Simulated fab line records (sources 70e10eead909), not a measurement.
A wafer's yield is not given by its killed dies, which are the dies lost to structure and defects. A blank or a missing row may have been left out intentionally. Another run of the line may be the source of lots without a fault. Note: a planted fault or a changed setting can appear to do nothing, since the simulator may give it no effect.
Struck lot and sound lot, side by side + flow nand harc + 14 steps out of a route of 1302
Sound: wafers L489.2, L489.4, L489.5. Struck: wafers L491.1, L491.4, L491.5. The cause is given at the end.
For every step that has rows: the tool of each side, followed by ch and its chambers, followed by its first start. Under that, the readings that differ: sound wafers + struck wafers + difference of the means + sigmas: that difference in standard deviations of wafers without a fault.
alike: same words and numbers on both sides, and readings whose means sit less than 2 such deviations apart. not compared: any withheld reading, any reading some wafer has no value for, any bound like >300 that may hide the same value, and any number with overlapping values for which the record gives no deviation.
The two part at a step that has a row with sigmas, a row that says differs or no value, or rows on one side only. Non-overlapping numbers with no deviation appear without sigmas and do not part them. A reading missing from all wafers of one side parts the sides only when that side holds two or more wafers.

NHARC_P_M2_PRE_CLEAN_32: time 12 s.
  sound on pecvd-03 ch 0,1,2, day 12 15:34; struck on pecvd-04 ch 0,1,2, day 13 06:02
  alike: heater power outer w, heater power w
NHARC_P_M2_DEP_33: deposits SiCN, target thk 30 nm.
  sound on pecvd-03 ch 0,1,2, day 12 15:38; struck on pecvd-04 ch 0,1,2, day 13 06:10
  alike: heater power outer w, heater power w
NHARC_P_BONDPAD_DEP_00: deposits SiCN, target thk 250 nm.
  sound on pecvd-01 ch 0,1, day 12 16:06; struck on pecvd-01 ch 0,1,2, day 13 06:46
  alike: heater power outer w, heater power w
NHARC_P_BONDPAD_CMP_32: polishes SiCN, target thk 200 nm.
  sound on cmp-02 ch 0,1,2, day 12 16:31; struck on cmp-04 ch 1,2, day 13 07:07
  alike: motor current A
NHARC_P_BONDPAD_THK_MEAS_33: measures by ellipsometry.
  sound: film metro-02 at day 12 16:43; struck: film metro-01 at day 13 07:20
  alike: thk nm
then, 7 steps without rows for these wafers: NHARC_P_BONDPAD_SRD_34; NHARC_P_BONDPAD_DEHYDRATE_01 (time 120 s); NHARC_P_BONDPAD_HMDS_02 (time 30 s); NHARC_P_BONDPAD_COAT_36 (time 65 s); NHARC_P_BONDPAD_COAT_03 (resist thk 600 nm); NHARC_P_BONDPAD_SOFTBAKE_04 (time 70 s); NHARC_P_BONDPAD_EBR_05.
NHARC_P_BONDPAD_EXPOSE_06: exposes mask P BPAD.
  struck on krf scanner-03, day 13 07:46; sound on krf scanner-03 ch 0, day 12 17:01
  no value came back on the struck wafers for exposure dose mJ cm2, focus offset nm (nm); on the sound wafers exposure dose mJ cm2 reads 37.03 37.00 36.99
  alike: mask
then, 1 step without rows for these wafers: NHARC_P_BONDPAD_PEB_07 (peb time 80 s).

## WHERE THEY PART
At NHARC_P_BONDPAD_EXPOSE_06 and nowhere else, as far as this record goes.

WHY: the cause the simulator had injected
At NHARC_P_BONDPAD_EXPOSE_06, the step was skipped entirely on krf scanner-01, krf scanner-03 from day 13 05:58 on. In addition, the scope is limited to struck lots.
